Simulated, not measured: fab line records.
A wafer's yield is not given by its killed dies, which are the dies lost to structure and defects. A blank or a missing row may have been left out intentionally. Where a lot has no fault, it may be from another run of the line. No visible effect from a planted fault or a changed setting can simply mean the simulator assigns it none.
Which tool did it?	flow nand-harc	Sampling: 12 lots, 36 wafers, 6 of 1302 route steps

== WHAT THE GAUGES SHOWED, per wafer ==
NHARC_A_M1_CD_MEAS_09: target cd 120 nm. Usual: 119.8 nm for cd-nm, sd 0.56.
lot	measured	on	cd-nm (nm)	flag
L797	day 22 12:07	cd-sem-01	118.8 120.0 119.5	
L798	day 23 16:17	cd-sem-01	119.0 119.2 119.7	
L800	day 23 17:16	cd-sem-02	119.8 119.6 119.6	
L799	day 23 23:38	cd-sem-03	118.9 119.4 119.7	
L801	day 24 12:53	cd-sem-01	120.6 120.5 120.0	
L802	day 25 07:18	cd-sem-03	119.7 119.9 119.3	
L812	day 29 04:00	cd-sem-02	120.5 119.5 120.6	
L811	day 29 05:20	cd-sem-01	104.0 103.6 104.3	OFF
L813	day 29 11:29	cd-sem-01	106.2 106.6 106.8	OFF
L814	day 29 15:55	cd-sem-02	109.8 109.1 109.4	OFF
L817	day 31 13:44	cd-sem-02	120.1 119.8 119.6	
L819	day 32 17:35	cd-sem-02	119.7 119.2 120.1	

NHARC_END_SORT_01. Usual: for defect-limited-yield, 91.4 % with a standard deviation of 2.5; for killed-at-array, 54 with a standard deviation of 17; for killed-at-other, 1.0 with a standard deviation of 1.4; for killed-at-periphery, 3.6 with a standard deviation of 2.1; for killed-dies, 58 with a standard deviation of 17; for killed-open, 3.2 with a standard deviation of 2; for killed-short, 2.5 with a standard deviation of 1.5.
lot	measured	on	defect-limited-yield (%)	killed-at-array	killed-at-other	killed-at-periphery	killed-dies	killed-open	killed-short	flag
L813	day 31 03:02	prober-01	91.0 89.5 93.2	51 64 40	0 1 1	10 6 5	61 71 46	3 2 2	2 6 6	
L814	day 31 02:09	prober-02	88.5 89.8 88.6	70 67 74	0 0 2	8 2 1	78 69 77	0 1 3	5 0 2	

== WHICH TOOL RAN EACH LOT (tool, then ch and the chambers of the sampled wafers, then the start) ==
lot	NHARC_A_M0_DESCUM_14	NHARC_A_M0_ETCH_15	NHARC_A_M0_PVD_20	NHARC_A_M1_EXPOSE_06
L797	rie-diel-07 ch 0,2,3, day 22 08:13	rie-diel-07 ch 0,1,2, day 22 11:58 or earlier	pvd-sputter-02, day 22 11:58 or earlier	arfi-scanner-01 ch 0, day 22 11:58
L798	rie-diel-01 ch 0,1,2, day 23 12:33	rie-diel-01 ch 1,2,3, day 23 16:08 or earlier	pvd-sputter-02, day 23 16:08 or earlier	arfi-scanner-02 ch 0, day 23 16:08
L800	rie-diel-01 ch 0,1,2, day 23 13:25	rie-diel-01 ch 0,1,3, day 23 17:08 or earlier	pvd-sputter-02, day 23 17:08 or earlier	arfi-scanner-01 ch 0, day 23 17:08
L799	rie-diel-07 ch 1,2,3, day 23 19:43	rie-diel-07 ch 1,3, day 23 23:31 or earlier	pvd-sputter-01, day 23 23:31 or earlier	arfi-scanner-01 ch 0, day 23 23:31
L801	rie-diel-08 ch 2,3, day 24 08:53	rie-diel-08 ch 2,3, day 24 12:45 or earlier	pvd-sputter-03, day 24 12:45 or earlier	arfi-scanner-03 ch 0, day 24 12:45
L802	rie-diel-07 ch 0,1,3, day 25 03:22	rie-diel-07 ch 0,1, day 25 07:10 or earlier	pvd-sputter-03, day 25 07:10 or earlier	arfi-scanner-01 ch 0, day 25 07:10
L812	rie-diel-08 ch 0,2,3, day 29 00:16	rie-diel-08 ch 1,2,3, day 29 03:52 or earlier	pvd-sputter-03, day 29 03:52 or earlier	arfi-scanner-03 ch 0, day 29 03:52
L811	rie-diel-08 ch 0,1,3, day 29 01:28	rie-diel-08 ch 0,1,3, day 29 05:13 or earlier	pvd-sputter-01, day 29 05:13 or earlier	arfi-scanner-01 ch 0, day 29 05:13
L813	rie-diel-08 ch 0,2,3, day 29 07:46	rie-diel-08 ch 1,2,3, day 29 11:21 or earlier	pvd-sputter-02, day 29 11:21 or earlier	arfi-scanner-01 ch 0, day 29 11:21
L814	rie-diel-01 ch 1,2,3, day 29 12:04	rie-diel-01 ch 1,2,3, day 29 15:46 or earlier	pvd-sputter-01, day 29 15:46 or earlier	arfi-scanner-01 ch 0, day 29 15:46
L817	rie-diel-07 ch 1,2,3, day 31 09:28	rie-diel-07 ch 0,1,3, day 31 13:37 or earlier	pvd-sputter-01, day 31 13:37 or earlier	arfi-scanner-02 ch 0, day 31 13:37
L819	rie-diel-07 ch 0,1,3, day 32 13:35	rie-diel-07 ch 1,2, day 32 17:26 or earlier	pvd-sputter-03, day 32 17:26 or earlier	arfi-scanner-02 ch 0, day 32 17:26
- NHARC_A_M0_DESCUM_14: chemistry O2, time 3 s.
- NHARC_A_M0_ETCH_15: etches the open film in C4F8/Ar, target depth 150 nm, overetch 15 nm, time 82.5 s.
- NHARC_A_M0_PVD_20: deposits TaN, target thk 5 nm, time 8.06 s.
- NHARC_A_M1_EXPOSE_06: exposes mask A M1, target cd 120 nm.

== AS READ BY THE TOOLS THEMSELVES (means over the sampled wafers that have a number; for cases with no such wafer, the mark the record gives instead) ==
NHARC_A_M0_DESCUM_14. Usual: drypump-motor-current-A 5.3 A, standard deviation 0.38; oes-product-au 0.998 a.u., standard deviation 0.011; rf-vpp-V 57.7 V, standard deviation 0.97; showerhead-plenum-p-Torr 1.92 Torr, standard deviation 0.1; throttle-valve-pct 11.311 %, standard deviation 0.0092.
lot	tool	drypump-motor-current-A (A)	oes-product-au (a.u.)	rf-vpp-V (V)	showerhead-plenum-p-Torr (Torr)	throttle-valve-pct (%)	flag
L797	rie-diel-07	5.5	0.992	57.9	1.96	11.308	
L798	rie-diel-01	5.4	1.003	57.8	1.91	11.316	
L800	rie-diel-01	5.3	0.999	58.5	1.91	11.307	
L799	rie-diel-07	5.4	0.999	57.3	1.96	11.309	
L801	rie-diel-08	5.1	0.996	57.6	1.96	11.319	
L802	rie-diel-07	5.3	0.996	59.1	1.89	11.310	
L812	rie-diel-08	5.4	1.012	58.4	1.90	11.299	
L811	rie-diel-08	5.1	1.005	57.8	1.85	11.315	
L813	rie-diel-08	5.4	1.001	58.3	1.90	11.303	
L814	rie-diel-01	5.2	0.997	58.2	1.95	11.311	
L817	rie-diel-07	5.4	1.003	57.4	1.96	11.314	
L819	rie-diel-07	5.3	0.995	57.8	1.89	11.311	

NHARC_A_M0_ETCH_15. Usual: bias-w 300.0 W, standard deviation 0.93; oes-product-au 0.951 a.u., standard deviation 0.023; rf-vpp-V 441 V, standard deviation 3.1.
lot	tool	bias-w (W)	oes-product-au (a.u.)	rf-vpp-V (V)	flag
L797	rie-diel-07	300.6	0.948	440	
L798	rie-diel-01	299.4	0.961	441	
L800	rie-diel-01	300.4	0.929	443	
L799	rie-diel-07	299.0	0.920	443	
L801	rie-diel-08	300.0	0.960	443	
L802	rie-diel-07	300.9	0.925	438	
L812	rie-diel-08	299.4	0.963	441	
L811	rie-diel-08	300.2	0.963	439	
L813	rie-diel-08	300.0	0.920	440	
L814	rie-diel-01	299.5	0.925	442	
L817	rie-diel-07	300.2	0.968	441	
L819	rie-diel-07	300.5	0.937	440	

NHARC_A_M0_PVD_20. Usual: cathode-dc-power-W 15000 W, standard deviation 2.6; substrate-temp-c 50.00 C, standard deviation 0.11; throttle-valve-pct 29.7 %, standard deviation 0.98.
lot	tool	cathode-dc-power-W (W)	substrate-temp-c (C)	throttle-valve-pct (%)	flag
L797	pvd-sputter-02	15000	49.87	30.5	
L798	pvd-sputter-02	15000	49.95	30.2	
L800	pvd-sputter-02	15001	50.05	30.1	
L799	pvd-sputter-01	15000	49.86	30.5	
L801	pvd-sputter-03	15001	49.96	29.0	
L802	pvd-sputter-03	15001	50.00	29.0	
L812	pvd-sputter-03	15000	50.07	29.3	
L811	pvd-sputter-01	14999	49.94	30.3	
L813	pvd-sputter-02	15000	49.95	29.7	
L814	pvd-sputter-01	14999	49.96	29.9	
L817	pvd-sputter-01	15000	50.06	29.1	
L819	pvd-sputter-03	14999	50.00	29.7	

NHARC_A_M1_EXPOSE_06. Usual: 75.09 for exposure-dose-mJ-cm2, sd 0.067.
lot	tool	exposure-dose-mJ-cm2	flag
L797	arfi-scanner-01	75.16	
L798	arfi-scanner-02	75.05	
L800	arfi-scanner-01	75.11	
L799	arfi-scanner-01	75.12	
L801	arfi-scanner-03	75.00	
L802	arfi-scanner-01	75.07	
L812	arfi-scanner-03	75.14	
L811	arfi-scanner-01	57.06	OFF
L813	arfi-scanner-01	60.64	OFF
L814	arfi-scanner-01	63.63	OFF
L817	arfi-scanner-02	75.15	
L819	arfi-scanner-02	75.05	

== THE ANSWER, worked out from the rows above alone ==
Rule: a lot is off if the mean of its wafers that have a number lies more than 3 standard deviations from the usual mean. A lot without any number at a reading at which 4 lots or more have one is off too. The other lots that the step has rows for count as sound. First the gauges in route order, then the tools' own readings, where a lot's mean is used as printed above. At the first step where some lot is off, the reading lying furthest off is the one used; lots without a number count as furthest.
Off: L811, L813, L814, at NHARC_A_M1_CD_MEAS_09 (cd-nm).
If a tool, at a process step before that reading, ran all the lots that are off and no sound lot after the first of them, it fits. The gauges at NHARC_A_M1_CD_MEAS_09 aren't tried: what is off there is off at NHARC_A_M1_EXPOSE_06 too, on other tools, and a gauge's error can't cause that. NHARC_A_M0_ETCH_15: start missing for some lots; hours and lot order therefore follow NHARC_A_M1_EXPOSE_06. NHARC_A_M0_PVD_20: start missing for some lots; hours and lot order therefore follow NHARC_A_M1_EXPOSE_06. One fits: NHARC_A_M1_EXPOSE_06 on arfi-scanner-01. A fault onset in the window from L802 (day 25 07:10, its last sound lot) to L811 (day 29 05:13, its first lot off) fits.
The tool's own readings at NHARC_A_M1_EXPOSE_06 bear it out: on the lots that are off they differ by more than 5 times the standard deviation of the sound lots' means. exposure-dose-mJ-cm2 reads 60.44 there against 75.09 on the sound lots.

== WHAT WAS PUT IN BY THE SIMULATOR ==
Process parameter drift: arfi-scanner-01, from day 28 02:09 on, at NHARC_A_M1_EXPOSE_06. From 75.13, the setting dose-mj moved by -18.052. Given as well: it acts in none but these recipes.
Shown lots that were struck: L811, L813, L814. Same finding as the rule above.
